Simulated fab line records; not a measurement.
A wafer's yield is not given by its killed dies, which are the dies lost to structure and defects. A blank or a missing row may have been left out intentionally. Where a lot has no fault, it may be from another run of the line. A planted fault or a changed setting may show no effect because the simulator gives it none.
Code-filled problem report in 8D (eight disciplines) form	flow n5 finfet	the parts of the form that need people (team, actions taken, sign-off) are left out

## 1. PROBLEM STATEMENT
Mean of raw defect count at N5_FIN_SAQP_INSPECT_40: 805 across 2 wafers in 2 lots; on wafers with no fault it is 234 (standard deviation 83). That puts it +6.9 standard deviations away from the usual mean.
The step: inspects for defects (brightfield).
The first sign was on wafer L769.6 at day 3 08:25, on defect inspect-01. At this step, 23 wafers from 8 lots have a number in the record. Rule for "out" (also "out of limits"): further than 4 standard deviations from the usual mean. The rest of the wafers with a number are treated as sound.

## 2. WHAT IT IS, AND WHAT IT ISN'T
question	is	is not
which readings at this step	raw defect count	-
which lots	L769, L773	L765, L766, L779, L784, L786, L787
which wafers of those lots	L769.6, L773.3	L769.4, L769.5, L773.2, L773.6
read on which gauges	defect inspect-01	defect inspect-02
when	from day 3 08:25	up to then (7 sound wafers); but 14 sound wafers of L773, L779, L784, L786, L787 came after

## 3. THE SUSPECTS, EACH WITH WHAT RULES IT OUT
Counting: if a tool at a process step up to the reading ran every lot that is out, it stays a suspect. Sound lots after the first of them don't rule it out here, since some wafers of a struck lot are sound.
- ruled out: the gauge at N5_FIN_SAQP_INSPECT_40. All the wafers that are out were read on defect inspect-01, but those of them that N5_FIN_CUT_INSPECT_10 has rows for are out there too, on other tools.
- rie si-01 at N5_FIN_SAQP_ETCH_65 (etches SiO2 in CF4, target depth 4 nm, time 4.4 s): kept. Ran every lot that is out, first one L769 (day 3 06:20); last sound lot up to then L766 (day 2 12:35).
- At N5_FIN_SAQP_ETCH_65, inside rie si-01: chamber 3 took the wafers that are out, while their sound lot-mates went through chambers 0, 1.
Left after counting: rie si-01 at N5_FIN_SAQP_ETCH_65.

## 4. THE CAUSE (what the simulator had put in)
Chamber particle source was rie si-01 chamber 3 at N5_FIN_SAQP_ETCH_65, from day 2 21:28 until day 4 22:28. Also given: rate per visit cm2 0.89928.
The count eliminated every tool but this one.

## 5. SEQUENCE OF EFFECTS, ordered by route
Each row: a reading where the mean over the struck wafers with a number is more than 3 standard deviations away from the usual. Only readings whose record carries a usual standard deviation are examined. hours: median over the lots of the time between each lot's start at the first step of this table that gives one and its start at this step. sigmas: the change, counted in usual standard deviations.
hours	step	reading	usual	on struck wafers	change	sigmas
0	N5_FIN_SAQP_INSPECT_40	raw defect count	234	805	+571	+6.9
0	N5_FIN_CUT_INSPECT_10	raw defect count	43	636	+592	+42
1	N5_FIN_CUT_INSPECT_17	raw defect count	237	818	+582	+6.9
355	N5_PASSIVATION_PROBE_49	defect limited yield	90.9 %	83.4	-7.5	-4.7
355	N5_PASSIVATION_PROBE_49	killed at front end	39	134	+95	+8.6
355	N5_PASSIVATION_PROBE_49	killed dies	107	196	+88	+4.7
355	N5_PASSIVATION_PROBE_49	sort_bin_5_function	5.3 %	11.5	+6.2	+6.2
355	N5_PASSIVATION_PROBE_49	sort n pass	1072	984	-88	-4.4
355	N5_PASSIVATION_PROBE_49	sort yield pct	90.9 %	83.4	-7.5	-4.4
Process steps it contains:
- N5_PASSIVATION_PROBE_49
At these later measuring or inspecting steps, every struck wafer for which the step has a row has a number for every such reading, and none has moved that far: N5_BEOL_M4_RC_MEAS_101.

## 6. HOW IT WOULD HAVE BEEN CAUGHT EARLIER
The first out-of-limits reading at a measuring or inspecting step in this record came at day 3 08:25, 11 hours after the fault's start at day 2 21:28.
No tool reading at N5_FIN_SAQP_ETCH_65 that has a usual standard deviation in the record was out on any struck wafer, so an alarm limit of 4 standard deviations on those readings would not have fired.
Of the lots that are out (2), L773 began N5_FIN_SAQP_ETCH_65 on rie si-01 after day 3 08:25. Had the tool been put on hold then, it would have been spared.
